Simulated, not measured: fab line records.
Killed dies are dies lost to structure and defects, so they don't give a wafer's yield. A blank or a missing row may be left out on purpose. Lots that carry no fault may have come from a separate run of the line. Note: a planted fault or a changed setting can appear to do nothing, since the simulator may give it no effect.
fab line records	flow nandHarc
record: lots: 24	wafers: 72	lastDay: 34
route steps=1302 shown A_ONON_D1@429 A_CHANNEL_HOLE_D1@451
lots with no fault: from the same line, run without faults
startH: the number of hours between the record's first day and the start of the first shown wafer of the lot	waitH: hours elapsed since this lot's preceding step	" repeats the value in the row above	L1.1+2: several wafers, shown together as one row	- no value, or no start was given	* or withheld: withheld	< > ~ a bound
route shown NAME@n: names a module that has steps shown in the file, with the first one's number in the route	usual: average and standard deviation across the fault-free wafers	same: alike in all rows	chamber/n: place in a boat	sites: the reading at each site	_std_site: standard deviation across them	_edge_site: mean of outer sites minus mean of inner sites	radiusMm: how far each site lies from the wafer's centre	mask NAME#n: copy n	behind: the tool/chamber that last shaped the wafer	hold: cause of the lot's hold/its duration in hours/its outcome	device: whichever transistor did not switch (one of n, p or np)	end of line: tests of these same wafers at the route's end	step lacking rows: just its recipe	killed: the dies lost at the first sort to structure and to defects; this is not the yield of the wafer	map: per-die view of a wafer (x killed, . not killed, _ where there is no die)
set.NAME: the run value of the setting; set.NAME@STEP: its run value at that earlier step	model.NAME: the simulator's own value behind a step, which no gauge read
one table for each step of the route and one row for each wafer, over a sample of lots
services: a tool's chamber out of use, with start hour (startH, from the record's first day; less than 0 if before it), hours out, and reason
== steps ==
step: NHARC_A_ONON_D1_THK_MEAS_08
recipe: thkMeasGauge: ellipsometry
usual: thkNm: 1000/10
lot.wafer	tool	chamber	startH	waitH	thkNm
L074.2	filmMetro-02	-	165.86	-	1005
L074.3	"	-	"	"	1003
L074.5	"	-	"	"	1005
L075.1	filmMetro-01	-	173.70	-	1005
L075.2	"	-	"	"	1004
L075.4	"	-	"	"	1004
L076.1	filmMetro-02	-	185.51	-	992
L076.2	"	-	"	"	991
L076.6	"	-	"	"	993
L077.2	filmMetro-02	-	189.43	-	981
L077.5	"	-	"	"	980
L077.6	"	-	"	"	980
L078.2	filmMetro-01	-	205.51	-	1000
L078.3	"	-	"	"	999
L078.6	"	-	"	"	1001
L079.1	filmMetro-02	-	212.46	-	1000
L079.3	"	-	"	"	1001
L079.6	"	-	"	"	1000
L080.2	filmMetro-01	-	228.61	-	1005
L080.3	"	-	"	"	1004
L080.5	"	-	"	"	1004
L082.2	filmMetro-01	-	241.92	-	988
L082.3	"	-	"	"	988
L082.4	"	-	"	"	989
L081.3	filmMetro-02	-	241.93	-	993
L081.5	"	-	"	"	992
L081.6	"	-	"	"	992
L083.2	filmMetro-02	-	257.40	-	1000
L083.5	"	-	"	"	997
L083.6	"	-	"	"	995
L084.1	filmMetro-01	-	264.35	-	1009
L084.2	"	-	"	"	1012
L084.4	"	-	"	"	1012
L085.1	filmMetro-01	-	273.45	-	1003
L085.3	"	-	"	"	1000
L085.6	"	-	"	"	1001
L086.1	filmMetro-02	-	291.78	-	1019
L086.5	"	-	"	"	1018
L086.6	"	-	"	"	1018
L087.3	filmMetro-01	-	295.66	-	1011
L087.4	"	-	"	"	1011
L087.6	"	-	"	"	1010
L088.3	filmMetro-02	-	306.18	-	1002
L088.5	"	-	"	"	1004
L088.6	"	-	"	"	1003
L089.3	filmMetro-02	-	319.32	-	1003
L089.4	"	-	"	"	1004
L089.6	"	-	"	"	1007
L091.1	filmMetro-01	-	330.34	-	1011
L091.2	"	-	"	"	1014
L091.3	"	-	"	"	1013
L090.2	filmMetro-02	-	330.49	-	1000
L090.4	"	-	"	"	1000
L090.5	"	-	"	"	1000
L092.4	filmMetro-01	-	340.38	-	988
L092.5	"	-	"	"	987
L092.6	"	-	"	"	988
L093.1	filmMetro-02	-	357.53	-	999
L093.3	"	-	"	"	998
L093.4	"	-	"	"	998
L094.1	filmMetro-01	-	357.55	-	975
L094.2	"	-	"	"	977
L094.3	"	-	"	"	976
L095.4	filmMetro-02	-	369.79	-	999
L095.5	"	-	"	"	1000
L095.6	"	-	"	"	1001
L096.2	filmMetro-01	-	399.63	-	994
L096.3	"	-	"	"	994
L096.6	"	-	"	"	994
L097.2	filmMetro-01	-	399.64	-	1017
L097.3	"	-	"	"	1018
L097.5	"	-	"	"	1017
step: NHARC_A_CHANNEL_HOLE_D1_DEP_01
recipe: targetThkA: 1400	targetThkNm: 140	tempC: 400	pressureTorr: 3.5	flowSccm: 200	rfW: 350	material: SiON
usual: chamberPressureTorr: 3.499/0.0077	heaterPowerW: 819/79
lot.wafer	tool	chamber	startH	waitH	chamberPressureTorr	heaterPowerW	sinceWetCleanH
L074.2	pecvd-04	2	179.85	1.3	3.498	786	79
L074.3	"	0	"	"	3.495	938	79
L074.5	"	0	"	"	3.488	942	-
L075.1	pecvd-04	2	187.94	1.6	3.488	772	87
L075.2	"	0	"	"	3.493	948	87
L075.4	"	1	"	"	3.500	768	-
L077.2	pecvd-04	0	202.13	1.4	3.492	815	101
L077.6	"	1	"	"	3.493	773	-
L077.5	"	0	"	"	3.504	807	-
L076.2	pecvd-04	0	202.28	1.5	3.509	920	101
L076.1	"	1	"	"	3.491	738	101
L076.6	"	0	"	"	3.499	927	-
L078.2	pecvd-01	0	219.44	1.3	3.502	946	76
L078.3	"	2	"	"	3.498	907	76
L078.6	"	0	"	"	3.508	932	-
L079.3	pecvd-01	0	228.44	1.0	3.502	994	85
L079.1	"	1	"	"	3.491	895	85
L079.6	"	1	"	"	3.496	911	-
L080.2	pecvd-04	0	242.71	1.3	3.503	918	142
L080.3	"	2	"	"	3.497	707	142
L080.5	"	2	"	"	3.494	726	-
L082.3	pecvd-03	1	258.02	1.0	3.484	794	60
L082.2	"	2	"	"	3.496	755	60
L082.4	"	2	"	"	3.489	763	-
L081.3	pecvd-01	0	259.27	1.0	3.495	865	116
L081.5	"	0	"	"	3.515	876	-
L081.6	"	2	"	"	3.503	870	-
L083.2	pecvd-03	1	271.39	1.3	3.505	767	73
L083.6	"	2	"	"	3.510	733	-
L083.5	"	0	"	"	3.497	803	-
L084.1	pecvd-03	0	278.07	1.6	3.501	780	80
L084.2	"	1	"	"	3.518	669	80
L084.4	"	1	"	"	3.519	695	-
L085.3	pecvd-01	2	291.65	1.0	3.501	831	149
L085.1	"	1	"	"	3.485	931	149
L085.6	"	1	"	"	3.492	905	-
L087.3	pecvd-04	1	309.71	1.0	3.492	742	28
L087.4	"	0	"	"	3.504	882	-
L087.6	"	2	"	"	3.487	754	-
L086.1	pecvd-04	0	311.58	1.6	3.506	871	30
L086.6	"	1	"	"	3.486	691	-
L086.5	"	2	"	"	3.512	727	-
L088.3	pecvd-03	1	319.93	1.0	3.496	780	122
L088.5	"	1	"	"	3.499	779	-
L088.6	"	0	"	"	3.507	690	-
L089.3	pecvd-04	0	335.80	1.0	3.493	849	54
L089.4	"	2	"	"	3.507	808	-
L089.6	"	0	"	"	3.499	862	-
L090.2	pecvd-03	2	344.35	1.3	3.502	659	146
L090.5	"	2	"	"	3.508	662	-
L090.4	"	1	"	"	3.499	811	-
L091.1	pecvd-01	1	344.57	1.6	3.506	842	20
L091.2	"	2	"	"	3.496	878	21
L091.3	"	0	"	"	3.488	868	21
L092.5	pecvd-03	0	354.01	0.4	3.492	761	-
L092.6	"	1	"	"	3.492	731	-
L092.4	"	2	"	"	3.500	738	-
L093.3	pecvd-01	2	371.33	1.0	3.486	856	47
L093.1	"	0	"	"	3.499	935	47
L093.4	"	2	"	"	3.503	867	-
L094.1	pecvd-04	1	372.40	1.6	3.485	774	90
L094.2	"	2	"	"	3.490	809	90
L094.3	"	0	"	"	3.505	901	90
L095.5	pecvd-01	2	386.36	0.4	3.496	872	-
L095.4	"	0	"	"	3.503	828	-
L095.6	"	1	"	"	3.496	903	-
L096.3	pecvd-01	1	414.61	1.0	3.495	845	91
L096.2	"	2	"	"	3.512	882	91
L096.6	"	0	"	"	3.500	880	-
L097.2	pecvd-01	2	415.65	1.3	3.496	730	92
L097.3	"	0	"	"	3.518	873	92
L097.5	"	0	"	"	3.505	874	-
step: NHARC_A_CHANNEL_HOLE_D1_CD_MEAS_10
recipe: targetCdNm: 100	landingEnergyEv: 500
usual: cdNm: 99.9/0.47
lot.wafer	tool	chamber	startH	waitH	cdNm
L074.2	cdSem-01	0	180.57	-	99.5
L074.3	"	0	"	"	100.2
L074.5	"	0	"	"	99.8
L075.1	cdSem-02	0	188.64	-	99.9
L075.2	"	0	"	"	99.6
L075.4	"	0	"	"	99.6
L077.2	cdSem-02	0	202.80	-	99.9
L077.5	"	0	"	"	100.1
L077.6	"	0	"	"	99.6
L076.1	cdSem-01	0	203.00	-	100.6
L076.2	"	0	"	"	99.4
L076.6	"	0	"	"	100.1
L078.2	cdSem-02	0	220.18	-	100.8
L078.3	"	0	"	"	101.0
L078.6	"	0	"	"	100.5
L079.1	cdSem-02	0	229.03	-	99.9
L079.3	"	0	"	"	99.7
L079.6	"	0	"	"	100.2
L080.2	cdSem-01	0	243.44	-	99.3
L080.3	"	0	"	"	100.1
L080.5	"	0	"	"	99.2
L082.2	cdSem-02	0	258.71	-	99.8
L082.3	"	0	"	"	99.7
L082.4	"	0	"	"	100.2
L081.3	cdSem-01	0	260.00	-	101.4
L081.5	"	0	"	"	100.0
L081.6	"	0	"	"	100.2
L083.2	cdSem-03	0	272.06	-	99.3
L083.5	"	0	"	"	99.4
L083.6	"	0	"	"	99.6
L084.1	cdSem-03	0	278.63	-	100.0
L084.2	"	0	"	"	99.8
L084.4	"	0	"	"	99.7
L085.1	cdSem-02	0	292.25	-	100.1
L085.3	"	0	"	"	100.3
L085.6	"	0	"	"	99.9
L087.3	cdSem-02	0	310.29	-	99.6
L087.4	"	0	"	"	99.8
L087.6	"	0	"	"	100.0
L086.1	cdSem-03	0	312.30	-	99.3
L086.5	"	0	"	"	99.9
L086.6	"	0	"	"	99.1
L088.3	cdSem-01	0	320.66	-	99.4
L088.5	"	0	"	"	100.1
L088.6	"	0	"	"	100.5
L089.3	cdSem-02	0	336.50	-	100.2
L089.4	"	0	"	"	100.2
L089.6	"	0	"	"	100.5
L090.2	cdSem-01	0	345.07	-	100.5
L090.4	"	0	"	"	99.5
L090.5	"	0	"	"	99.4
L091.1	cdSem-02	0	345.32	-	100.0
L091.2	"	0	"	"	100.5
L091.3	"	0	"	"	100.6
L092.4	cdSem-02	0	354.66	-	99.5
L092.5	"	0	"	"	100.5
L092.6	"	0	"	"	100.4
L093.1	cdSem-03	0	371.93	-	99.1
L093.3	"	0	"	"	99.8
L093.4	"	0	"	"	99.0
L094.1	cdSem-01	0	373.12	-	100.4
L094.2	"	0	"	"	98.9
L094.3	"	0	"	"	99.6
L095.4	cdSem-02	0	387.00	-	100.2
L095.5	"	0	"	"	99.6
L095.6	"	0	"	"	99.9
L096.2	cdSem-03	0	415.30	-	100.2
L096.3	"	0	"	"	100.9
L096.6	"	0	"	"	99.9
L097.2	cdSem-03	0	416.35	-	99.9
L097.3	"	0	"	"	98.8
L097.5	"	0	"	"	99.6
step: NHARC_A_CHANNEL_HOLE_D1_INSPECT_12
usual: rawDefectCount: 5.6/2.8
lot.wafer	tool	chamber	startH	waitH	rawDefectCount
L074.2	defectInspect-02	-	180.70	0.0	3
L074.3	"	-	"	"	6
L074.5	"	-	"	"	5
L075.1	defectInspect-01	-	188.76	0.0	9
L075.2	"	-	"	"	2
L075.4	"	-	"	"	6
L077.2	defectInspect-01	-	202.92	0.0	2
L077.5	"	-	"	"	5
L077.6	"	-	"	"	10
L076.1	defectInspect-01	-	203.12	0.0	9
L076.2	"	-	"	"	6
L076.6	"	-	"	"	10
L078.2	defectInspect-02	-	220.30	0.0	4
L078.3	"	-	"	"	7
L078.6	"	-	"	"	10
L079.1	defectInspect-02	-	229.16	0.0	6
L079.3	"	-	"	"	4
L079.6	"	-	"	"	4
L080.2	defectInspect-01	-	243.56	0.0	5
L080.3	"	-	"	"	4
L080.5	"	-	"	"	9
L082.2	defectInspect-01	-	258.83	0.0	5
L082.3	"	-	"	"	8
L082.4	"	-	"	"	8
L081.3	defectInspect-01	-	260.12	0.0	2
L081.5	"	-	"	"	2
L081.6	"	-	"	"	5
L083.2	defectInspect-02	-	272.18	0.0	3
L083.5	"	-	"	"	5
L083.6	"	-	"	"	2
L084.1	defectInspect-02	-	278.76	0.0	4
L084.2	"	-	"	"	7
L084.4	"	-	"	"	6
L085.1	defectInspect-01	-	292.38	0.0	4
L085.3	"	-	"	"	10
L085.6	"	-	"	"	4
L087.3	defectInspect-01	-	310.41	0.0	3
L087.4	"	-	"	"	3
L087.6	"	-	"	"	6
L086.1	defectInspect-01	-	312.42	0.0	7
L086.5	"	-	"	"	2
L086.6	"	-	"	"	7
L088.3	defectInspect-01	-	320.78	0.0	6
L088.5	"	-	"	"	5
L088.6	"	-	"	"	3
L089.3	defectInspect-02	-	336.62	0.0	1
L089.4	"	-	"	"	4
L089.6	"	-	"	"	5
L090.2	defectInspect-02	-	345.20	0.0	9
L090.4	"	-	"	"	4
L090.5	"	-	"	"	5
L091.1	defectInspect-02	-	345.45	0.0	8
L091.2	"	-	"	"	7
L091.3	"	-	"	"	5
L092.4	defectInspect-02	-	354.77	0.0	4
L092.5	"	-	"	"	7
L092.6	"	-	"	"	6
L093.1	defectInspect-02	-	372.05	0.0	14
L093.3	"	-	"	"	7
L093.4	"	-	"	"	7
L094.1	defectInspect-02	-	373.25	0.0	7
L094.2	"	-	"	"	6
L094.3	"	-	"	"	9
L095.4	defectInspect-02	-	387.12	0.0	10
L095.5	"	-	"	"	4
L095.6	"	-	"	"	1
L096.2	defectInspect-01	-	415.42	0.0	9
L096.3	"	-	"	"	3
L096.6	"	-	"	"	4
L097.2	defectInspect-02	-	416.47	0.0	9
L097.3	"	-	"	"	11
L097.5	"	-	"	"	6
step: NHARC_A_CHANNEL_HOLE_D1_ETCH_34
recipe: targetDepthA: 1540	timeS: 77	cf4FlowSccm: 100	chf3FlowSccm: 30	arFlowSccm: 0	rfW: 500	biasW: 200	chemistry: CF4/CHF3
usual: biasW: 200.0/0.62	drypumpMotorCurrentA: 5.6/0.58	oesProductAu: 0.945/0.026	rfVppV: 370.0/2.3	showerheadPlenumPTorr: 1.56/0.066	throttleValvePct: 16.803/0.0093
lot.wafer	tool	chamber	startH	waitH	biasW	drypumpMotorCurrentA	oesProductAu	rfHoursCounterH	rfVppV	showerheadPlenumPTorr	throttleValvePct
L074.3	rieDiel-06	3	-	-	198.6	5.5	0.946	4	372.6	1.66	16.799
L074.2	"	1	"	"	199.8	5.7	0.941	5	369.6	1.54	16.813
L074.5	"	3	"	"	199.1	5.5	0.954	-	373.0	1.66	16.817
L075.1	rieDiel-05	2	-	-	199.4	6.3	0.958	51	368.9	1.51	16.809
L075.2	"	3	"	"	199.6	4.9	0.972	43	366.5	1.48	16.810
L075.4	"	2	"	"	199.6	6.3	0.955	-	368.6	1.52	16.784
L077.2	rieDiel-06	1	-	-	200.4	5.7	0.907	6	370.5	1.54	16.795
L077.6	"	0	"	"	199.5	6.1	0.936	-	366.2	1.48	16.793
L077.5	"	1	"	"	199.6	5.7	0.917	-	369.7	1.54	16.797
L076.2	rieDiel-04	1	-	-	199.3	5.4	0.976	3	375.1	1.70	16.819
L076.1	"	3	"	"	200.7	6.2	0.951	3	371.4	1.58	16.795
L076.6	"	1	"	"	200.3	5.3	0.976	-	373.1	1.70	16.788
L078.3	rieDiel-05	2	-	-	201.0	6.3	0.911	63	368.5	1.51	16.804
L078.2	"	3	"	"	200.1	5.0	0.923	53	368.1	1.48	16.808
L078.6	"	1	"	"	200.5	6.6	0.931	-	370.3	1.54	16.793
L079.1	rieDiel-06	1	-	-	198.8	5.7	0.917	8	370.2	1.54	16.807
L079.3	"	3	"	"	200.3	5.5	0.919	8	372.7	1.66	16.803
L079.6	"	1	"	"	199.7	5.7	0.917	-	370.1	1.54	16.790
L080.3	rieDiel-06	0	-	-	199.5	6.1	0.921	8	367.6	1.48	16.797
L080.2	"	2	"	"	200.7	4.7	0.939	10	369.5	1.54	16.798
L080.5	"	2	"	"	200.4	4.7	0.930	-	370.5	1.54	16.797
L082.4	rieDiel-05	3	-	-	199.7	4.9	0.974	6	368.2	1.47	16.801
L082.3	"	0	"	"	200.2	5.5	0.974	7	372.9	1.64	16.798
L082.2	"	2	"	"	199.6	6.3	0.945	4	368.1	1.51	16.810
L081.3	rieDiel-04	0	-	-	199.2	5.2	0.912	19	368.8	1.50	16.806
L081.6	"	0	"	"	200.6	5.2	0.915	-	367.1	1.50	16.794
L081.5	"	1	"	"	198.9	5.4	0.927	-	373.1	1.69	16.800
L083.2	rieDiel-04	2	-	-	199.6	5.7	0.970	28	371.8	1.59	16.793
L083.5	"	0	"	"	199.6	5.2	0.974	-	368.4	1.50	16.807
L083.6	"	1	"	"	199.7	5.3	0.970	-	374.5	1.69	16.794
L084.2	rieDiel-06	2	-	-	200.2	4.7	0.939	12	368.9	1.54	16.794
L084.4	"	0	"	"	199.5	6.1	0.926	11	368.1	1.48	16.786
L084.1	"	1	"	"	200.8	5.7	0.924	13	368.3	1.54	16.799
L085.3	rieDiel-04	2	-	-	200.1	5.7	0.920	34	371.2	1.59	16.804
L085.1	"	1	"	"	199.8	5.4	0.926	32	374.0	1.69	16.806
L085.6	"	2	"	"	201.0	5.7	0.925	-	370.0	1.59	16.801
L087.3	rieDiel-05	3	-	-	199.5	4.9	0.924	23	367.6	1.47	16.807
L087.4	"	0	"	"	199.0	5.5	0.934	22	373.9	1.64	16.805
L087.6	"	0	"	"	199.1	5.5	0.920	-	372.1	1.64	16.791
L086.1	rieDiel-05	3	-	-	199.2	4.9	0.927	24	366.2	1.47	16.794
L086.5	"	3	"	"	200.0	4.9	0.922	-	368.4	1.47	16.817
L086.6	"	0	"	"	200.2	5.5	0.920	-	371.9	1.64	16.823
L088.3	rieDiel-05	3	-	-	199.7	4.9	0.948	27	366.7	1.47	16.818
L088.5	"	1	"	"	200.5	6.6	0.963	-	370.5	1.54	16.815
L088.6	"	2	"	"	199.9	6.3	0.934	-	369.2	1.51	16.814
L089.3	rieDiel-06	1	-	-	200.1	5.7	0.968	2	370.8	1.54	16.799
L089.4	"	0	"	"	199.4	6.1	0.975	2	366.6	1.48	16.814
L089.6	"	2	"	"	199.8	4.7	0.967	-	369.3	1.54	16.822
L090.2	rieDiel-05	1	-	-	200.6	6.6	0.970	34	368.3	1.53	16.806
L090.4	"	3	"	"	200.8	4.9	0.963	37	366.3	1.47	16.804
L090.5	"	0	"	"	200.7	5.5	0.961	-	372.7	1.63	16.799
L091.1	rieDiel-04	3	-	-	198.1	6.2	0.912	55	369.7	1.57	16.792
L091.3	"	1	"	"	201.0	5.4	0.919	53	374.9	1.69	16.806
L091.2	"	2	"	"	199.8	5.7	0.913	53	370.0	1.58	16.799
L092.4	rieDiel-06	3	-	-	199.5	5.6	1.006	3	373.0	1.65	16.800
L092.6	"	1	"	"	199.6	5.7	1.006	-	368.4	1.54	16.831
L092.5	"	2	"	"	200.1	4.7	1.007	-	368.5	1.54	16.798
L093.4	rieDiel-06	1	-	-	200.3	5.7	0.944	4	369.4	1.54	16.802
L093.3	"	2	"	"	198.7	4.7	0.937	4	369.0	1.54	16.808
L093.1	"	3	"	"	201.1	5.5	0.926	5	373.5	1.65	16.794
L094.2	rieDiel-04	3	-	-	200.0	6.2	0.983	6	369.1	1.57	16.805
L094.1	"	1	"	"	200.8	5.4	0.967	3	373.4	1.68	16.796
L094.3	"	2	"	"	201.4	5.7	0.939	4	370.8	1.58	16.803
L095.6	rieDiel-06	2	-	-	199.9	4.7	0.933	-	369.7	1.54	16.797
L095.5	"	0	"	"	200.3	6.1	0.922	-	367.9	1.48	16.813
L095.4	"	1	"	"	199.9	5.6	0.931	-	368.8	1.54	16.799
L096.2	rieDiel-06	0	-	-	200.5	6.1	0.921	8	366.9	1.48	16.811
L096.3	"	2	"	"	201.1	4.7	0.920	9	368.8	1.53	16.810
L096.6	"	3	"	"	199.4	5.5	0.918	-	373.2	1.65	16.801
L097.2	rieDiel-05	1	-	-	200.4	6.6	0.964	0	369.1	1.53	16.801
L097.3	"	3	"	"	199.8	4.9	0.987	0	374.1	1.70	16.798
L097.5	"	0	"	"	200.3	5.5	0.977	-	372.9	1.63	16.816
step: NHARC_A_CHANNEL_HOLE_D1_ETCH_26
recipe: biasV: 300	sourceW: 2000	pressureMtorr: 30	timeS: 224.1	arFlowSccm: 375	c4f8FlowSccm: 11.4	o2FlowSccm: 113.6	tempC: -20	targetDepthA: 3000	chemistry: C4F8/O2/Ar
usual: drypumpMotorCurrentA: 6.1/0.52	showerheadPlenumPTorr: 3.72/0.13	throttleValvePct: 24.583/0.0086
lot.wafer	tool	chamber	startH	waitH	drypumpMotorCurrentA	rfHoursCounterH	showerheadPlenumPTorr	throttleValvePct
L074.2	harEtch-01	0	186.04	0.6	6.2	95	3.78	24.572
L074.3	"	1	"	"	5.3	-	3.78	24.578
L074.5	"	1	"	"	5.3	-	3.78	24.573
L075.1	harEtch-02	0	195.78	0.7	6.7	291	3.66	24.568
L075.2	"	1	"	"	6.2	307	3.44	24.580
L075.4	"	0	"	"	6.8	-	3.66	24.588
L077.2	harEtch-02	1	207.95	0.6	6.2	315	3.43	24.584
L077.5	"	0	"	"	6.7	-	3.65	24.586
L077.6	"	1	"	"	6.2	-	3.43	24.576
L076.1	harEtch-01	1	211.31	0.7	5.3	110	3.77	24.569
L076.2	"	0	"	"	6.2	110	3.77	24.591
L076.6	"	1	"	"	5.3	-	3.77	24.580
L078.2	harEtch-02	0	225.38	0.7	6.7	303	3.65	24.565
L078.3	"	1	"	"	6.2	-	3.43	24.577
L078.6	"	1	"	"	6.2	-	3.43	24.569
L079.1	harEtch-02	1	236.43	0.6	6.2	326	3.43	24.575
L079.3	"	1	"	"	6.2	-	3.43	24.580
L079.6	"	0	"	"	6.7	-	3.65	24.591
L080.2	harEtch-01	1	248.84	0.6	5.3	125	3.76	24.576
L080.3	"	1	"	"	5.4	-	3.76	24.582
L080.5	"	1	"	"	5.3	-	3.76	24.584
L081.3	harEtch-01	1	266.56	0.5	5.3	-	3.75	24.574
L081.5	"	1	"	"	5.3	-	3.75	24.581
L081.6	"	0	"	"	6.2	-	3.75	24.577
L082.2	harEtch-02	0	267.69	1.3	6.8	-	3.63	24.569
L082.3	"	0	"	"	6.7	-	3.63	24.590
L082.4	"	0	"	"	6.8	-	3.63	24.580
L083.2	harEtch-01	1	279.10	0.7	5.4	152	3.74	24.592
L083.6	"	1	"	"	5.3	-	3.74	24.607
L083.5	"	0	"	"	6.2	-	3.74	24.572
L084.1	harEtch-02	0	283.78	0.7	6.7	344	3.63	24.591
L084.2	"	1	"	"	6.2	345	3.99	24.600
L084.4	"	0	"	"	6.8	-	3.63	24.590
L085.1	harEtch-01	0	298.31	0.7	6.2	163	3.74	24.588
L085.3	"	0	"	"	6.2	-	3.74	24.579
L085.6	"	1	"	"	5.3	-	3.74	24.578
L087.3	harEtch-02	0	315.52	0.5	6.7	-	3.62	24.579
L087.4	"	1	"	"	6.2	-	3.98	24.587
L087.6	"	0	"	"	6.7	-	3.62	24.589
L086.1	harEtch-01	0	317.59	0.7	6.2	171	3.73	24.587
L086.5	"	0	"	"	6.2	-	3.73	24.589
L086.6	"	1	"	"	5.4	-	3.73	24.594
L088.3	harEtch-01	0	326.02	0.4	6.2	-	3.73	24.584
L088.6	"	1	"	"	5.3	-	3.73	24.592
L088.5	"	0	"	"	6.2	-	3.73	24.587
L089.4	harEtch-01	1	342.85	0.5	5.3	-	3.72	24.592
L089.3	"	0	"	"	6.2	-	3.72	24.582
L089.6	"	0	"	"	6.2	-	3.72	24.584
L090.2	harEtch-01	0	350.31	0.6	6.2	190	3.72	24.584
L090.4	"	0	"	"	6.2	-	3.72	24.577
L090.5	"	1	"	"	5.3	-	3.72	24.579
L091.1	harEtch-02	0	350.52	0.7	6.7	383	3.61	24.582
L091.2	"	1	"	"	6.2	383	3.97	24.592
L091.3	"	1	"	"	6.2	-	3.97	24.595
L092.4	harEtch-01	0	359.93	0.5	6.2	-	3.72	24.564
L092.6	"	0	"	"	6.2	-	3.72	24.588
L092.5	"	1	"	"	5.3	-	3.72	24.582
L093.1	harEtch-01	1	377.15	0.6	5.3	205	3.71	24.587
L093.4	"	0	"	"	6.2	-	3.71	24.582
L093.3	"	1	"	"	5.4	-	3.71	24.597
L094.2	harEtch-02	1	378.27	0.7	6.2	399	3.96	24.593
L094.1	"	0	"	"	6.8	398	3.60	24.585
L094.3	"	0	"	"	6.7	-	3.60	24.587
L095.4	harEtch-01	0	397.36	0.4	6.2	-	3.71	24.585
L095.5	"	1	"	"	5.3	-	3.71	24.587
L095.6	"	0	"	"	6.2	-	3.71	24.579
L096.2	harEtch-01	1	420.48	0.6	5.3	232	3.70	24.579
L096.3	"	0	"	"	6.2	-	3.70	24.576
L096.6	"	0	"	"	6.2	-	3.70	24.575
L097.2	harEtch-02	1	421.52	0.6	6.2	18	3.95	24.588
L097.3	"	0	"	"	6.8	-	3.98	24.570
L097.5	"	1	"	"	6.2	-	3.95	24.585
== services ==
tool	chamber	startH	hours	kind
rieDiel-04	1	157.93	2.0	repair
rieDiel-05	0	159.05	37.6	repair
pecvd-04	1	161.88	6.9	repair
rieDiel-05	1	168.30	2.3	repair
rieDiel-04	-	177.90	9.0	pm
pecvd-03	-	185.22	13.0	pm
pecvd-03	-	228.96	1.7	repair
rieDiel-05	-	229.65	9.0	pm
rieDiel-06	3	239.80	15.4	repair
pecvd-03	1	244.52	10.2	repair
pecvd-04	-	269.00	13.0	pm
rieDiel-05	3	276.72	2.4	repair
rieDiel-06	-	295.51	0.4	repair
rieDiel-06	-	307.23	9.0	pm
pecvd-01	-	311.12	13.0	pm
rieDiel-05	-	314.84	0.7	repair
rieDiel-05	2	321.75	7.0	repair
rieDiel-06	2	339.84	5.7	repair
rieDiel-06	1	360.44	3.1	repair
harEtch-02	-	380.05	17.0	pm
rieDiel-06	3	386.79	6.9	repair
rieDiel-05	0	386.85	20.6	repair
rieDiel-06	3	403.08	7.4	repair
rieDiel-05	-	406.65	9.0	pm
== key ==
fault none
